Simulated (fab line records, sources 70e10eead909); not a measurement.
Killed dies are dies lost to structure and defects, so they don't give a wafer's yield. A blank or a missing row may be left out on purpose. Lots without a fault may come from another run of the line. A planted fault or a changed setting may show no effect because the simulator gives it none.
A struck lot beside a sound one | flow nand_harc | 15 steps out of a route of 1302
Sound: wafers L253.2, L253.3, L253.5. Struck: wafers L264.4, L264.5, L264.6. The cause comes at the end.
At each step with rows: each side's tool, then ch and its chambers, then its first start. Under that, the readings that differ: sound wafers | struck wafers | difference of the means | sigmas: that difference in standard deviations of wafers without a fault.
alike: readings whose means differ by less than 2 such deviations, and words and numbers that are the same on both sides. not compared: withheld readings, readings that some wafer has no value for, bounds like >300 that may hide the same value, and numbers for which the record gives no deviation and whose values overlap.
The two part at a step that has a row with sigmas, a row that says differs or no value, or rows on one side only. Numbers that don't overlap but have no deviation are shown without sigmas and don't part them. A reading that every wafer of one side lacks parts them only if that side has two wafers or more.

first, 2 steps without rows for these wafers: NHARC_A_CONTACT_ETCH_78 (etches the open film in O2/COS, target depth 5300 nm, time 1378 s); NHARC_A_CONTACT_ETCH_124 (etches the open film in C4F8/O2/Ar, time 140 s, target depth 700 nm).
NHARC_A_CONTACT_ETCH_125: etches the open film in C4F8/O2/Ar, time 197 s, target depth 1918 nm.
  sound on har_cap_etch-02 ch 1, day 23 05:41; struck on har_cap_etch-01 ch 0,1, day 27 23:37
  alike: chamber_pressure_mTorr, oes_air_line_au
  not compared: rf_hours_counter_h
then, 1 step without rows for these wafers: NHARC_A_CONTACT_ETCH_126 (etches the open film in C4F8/O2/Ar, time 197 s, target depth 1918 nm).
NHARC_A_CONTACT_ETCH_127: etches the open film in C4F8/O2/Ar, time 197 s, target depth 1918 nm.
  sound on har_cap_etch-02 ch 1, day 23 06:02; struck on har_cap_etch-01 ch 0,1, day 27 23:58
  alike: chamber_pressure_mTorr, oes_air_line_au
  not compared: rf_hours_counter_h
then, 2 steps without rows for these wafers: NHARC_A_CONTACT_ETCH_128 (etches the open film in C4F8/O2/Ar, time 197 s, target depth 1918 nm); NHARC_A_CONTACT_ETCH_129 (etches the open film in C4F8/O2/Ar, time 197 s, target depth 1918 nm).
NHARC_A_CONTACT_ETCH_130: etches the open film in C4F8/O2/Ar, time 197 s, target depth 1918 nm.
  sound on har_cap_etch-02 ch 1, day 23 06:34; struck on har_cap_etch-01 ch 0,1, day 28 00:29
  alike: chamber_pressure_mTorr, oes_air_line_au
  not compared: rf_hours_counter_h
NHARC_A_CONTACT_ETCH_131: etches the open film in C4F8/O2/Ar, time 197 s, target depth 1918 nm.
  sound on har_cap_etch-02 ch 1, day 23 06:44; struck on har_cap_etch-01 ch 0,1, day 28 00:40
  alike: chamber_pressure_mTorr, oes_air_line_au
  not compared: rf_hours_counter_h
NHARC_A_CONTACT_ETCH_132: etches the open film in C4F8/O2/Ar, time 197 s, target depth 1924 nm.
  sound on har_cap_etch-02 ch 1, day 23 06:55; struck on har_cap_etch-01 ch 0,1, day 28 00:51
  alike: chamber_pressure_mTorr, oes_air_line_au
  not compared: rf_hours_counter_h
then, 2 steps without rows for these wafers: NHARC_A_CONTACT_ETCH_133 (etches the open film in C4F8/O2/Ar, time 374 s, target depth 1610 nm); NHARC_A_CONTACT_ETCH_91 (etches the open film in CH3F/O2, target depth 40 nm, time 85.7 s).
NHARC_A_CONTACT_ETCH_97: etches the open film in C4F6/O2, target depth 20 nm, time 10 s.
  sound on rie_diel-01 ch 0,1,3, day 23 08:00; struck on rie_diel-01 ch 0,1, day 28 01:53
  no value came back on the struck wafers for any of 7 readings (bias_w (W), c4f6_flow_sccm (sccm) and others); on the sound wafers bias_w (W) reads 499.0 499.8 500.8
  not compared: rf_hours_counter_h
NHARC_A_CONTACT_CD_MEAS_80:
  sound on cd_sem-02, day 23 08:05; struck on cd_sem-03, day 28 01:58
  reading    | sound             | struck            | difference | sigmas
  cd_nm (nm) | 288.5 288.5 288.0 | 290.3 290.6 290.3 | +2.1       | +3
-- the record jumps here: 2 days lie between the struck wafers' starts before and after (it left off in module A_CONTACT and takes up again in module END, whose first step shown is number 1302 of the route) --
NHARC_END_SORT_01:
  the record has rows for the struck wafers here (prober-01 ch 0, day 30 10:31) and none for the sound ones

WHERE THEY PART
First at NHARC_A_CONTACT_ETCH_97; last, within this record, at NHARC_END_SORT_01.

WHY: what the simulator had put in
Skipped step whole: rie_diel-01, from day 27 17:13 on, at NHARC_A_CONTACT_ETCH_97. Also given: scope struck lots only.
